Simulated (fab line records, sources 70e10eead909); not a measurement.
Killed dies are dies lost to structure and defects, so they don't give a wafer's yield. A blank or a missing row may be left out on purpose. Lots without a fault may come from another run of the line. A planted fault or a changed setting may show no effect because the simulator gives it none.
Chamber matching | flow nand_harc | NHARC_A_M0_DESCUM_14 on rie_diel-10: 4 sister chambers
The step chemistry O2, time 3 s. 16 wafers are shown with their chamber, then 8 later ones without.

WAFERS WITH THEIR CHAMBER
wafer  | chamber | showerhead_plenum_p_Torr (Torr) | drypump_motor_current_A (A) | oes_product_au (a.u.)
L860.1 | 3       | 1.91                            | 5.7                         | 0.996
L860.2 | 2       | 1.88                            | 5.5                         | 1.011
L860.5 | 0       | 1.83                            | 5.1                         | 0.987
L863.2 | 3       | 1.91                            | 5.7                         | 0.994
L863.3 | 2       | 1.88                            | 5.5                         | 1.016
L863.5 | 3       | 1.91                            | 5.6                         | 1.000
L862.3 | 1       | 2.06                            | 5.6                         | 1.007
L862.4 | 3       | 1.91                            | 5.6                         | 0.990
L862.5 | 2       | 1.88                            | 5.5                         | 1.014
L861.2 | 2       | 1.88                            | 5.5                         | 1.006
L861.4 | 3       | 1.91                            | 5.7                         | 0.985
L861.5 | 1       | 2.06                            | 5.6                         | 1.016
L864.1 | 2       | 1.88                            | 5.5                         | 1.011
L864.2 | 1       | 2.06                            | 5.6                         | 1.019
L864.5 | 0       | 1.83                            | 5.1                         | 0.988
L873.2 | 1       | 2.05                            | 5.6                         | 1.013

SIGNATURES (means of the wafers above)
reading                  | chamber 0 | chamber 1 | chamber 2 | chamber 3 | scatter within a chamber
showerhead_plenum_p_Torr | 1.8300    | 2.0575    | 1.8800    | 1.9100    | 0.0025
drypump_motor_current_A  | 5.100     | 5.600     | 5.500     | 5.660     | 0.0316
oes_product_au           | 0.98750   | 1.01375   | 1.01160   | 0.99300   | 0.00473
Rule: a wafer's distance from a chamber is the root of the sum, over the readings, of the square of ((its reading less the chamber's mean) divided by the reading's scatter). The wafer belongs to the nearest chamber; if the next one is less than 2 further off, it can't be placed. The scatter: the root of (the sum of the squares of (reading less its chamber's mean) over the shown wafers, divided by (wafers less chambers)).

WAFERS WITHOUT THEIR CHAMBER
wafer  | showerhead_plenum_p_Torr (Torr) | drypump_motor_current_A (A) | oes_product_au (a.u.)
L873.5 | 1.88                            | 5.5                         | 1.014
L873.6 | 1.91                            | 5.7                         | 1.001
L880.1 | 2.05                            | 5.6                         | 1.018
L880.2 | 1.91                            | 5.7                         | 1.018
L880.5 | 2.05                            | 5.6                         | 1.015
L881.2 | 2.05                            | 5.6                         | 1.003
L881.3 | 1.88                            | 5.5                         | 0.999
L881.5 | 1.91                            | 5.7                         | 1.009

WHICH CHAMBER EACH WENT THROUGH
wafer  | from the rows above | in truth
L873.5 | 2                   | 2
L873.6 | 3                   | 3
L880.1 | 1                   | 1
L880.2 | 3                   | 3
L880.5 | 1                   | 1
L881.2 | 1                   | 1
L881.3 | 2                   | 2
L881.5 | 3                   | 3
Placed correctly: 8 of 8. Can't be placed from these rows: 0. Placed wrongly: 0.
